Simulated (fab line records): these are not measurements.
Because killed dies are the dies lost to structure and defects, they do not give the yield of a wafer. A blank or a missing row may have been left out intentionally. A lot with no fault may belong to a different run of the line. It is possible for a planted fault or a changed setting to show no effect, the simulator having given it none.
Matching of chambers || flow nandHarc || NHARC_A_STAIRCASE_DEP_151 on pecvd-03: 3 sister chambers
The step deposits SiO2, target thk 3800 nm. 3 wafers are shown with their chamber, then 7 later ones without.

## WAFERS, EACH WITH ITS CHAMBER
{"wafer": "L092.5", "chamber": 0, "heaterPowerW (W)": 698}
{"wafer": "L093.3", "chamber": 1, "heaterPowerW (W)": 808}
{"wafer": "L093.5", "chamber": 2, "heaterPowerW (W)": 547}

## WAFERS WITHOUT THEIR CHAMBER
{"wafer": "L093.6", "heaterPowerW (W)": 698}
{"wafer": "L094.2", "heaterPowerW (W)": 632}
{"wafer": "L094.3", "heaterPowerW (W)": 798}
{"wafer": "L094.4", "heaterPowerW (W)": 540}
{"wafer": "L096.1", "heaterPowerW (W)": 583}
{"wafer": "L096.3", "heaterPowerW (W)": 831}
{"wafer": "L096.4", "heaterPowerW (W)": 704}

## EACH ONE'S CHAMBER
{"wafer": "L093.6", "from the rows above": 0, "in truth": 0}
{"wafer": "L094.2", "from the rows above": "can't be placed: 0 or 2", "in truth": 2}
{"wafer": "L094.3", "from the rows above": 1, "in truth": 1}
{"wafer": "L094.4", "from the rows above": 2, "in truth": 2}
{"wafer": "L096.1", "from the rows above": 2, "in truth": 2}
{"wafer": "L096.3", "from the rows above": 1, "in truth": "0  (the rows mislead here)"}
{"wafer": "L096.4", "from the rows above": 0, "in truth": 0}
Correct placement for 5 of the 7. Can't be placed from these rows: 1 (the true chamber is among the candidates in 1). Wrongly placed: 1.
How it was worked out, from the rows above alone: a wafer's distance from a chamber is the root of the sum, over the readings, of the square of ((its reading less the chamber's mean) divided by the reading's scatter). If the next closest chamber is less than 2 further off than the closest, the wafer can't be placed; otherwise it belongs to the closest. The mean given for a chamber averages the wafers shown for that chamber. The scatter: with one shown wafer a chamber, the root of the mean of the squares of how far each hidden wafer lies from its nearest shown one.
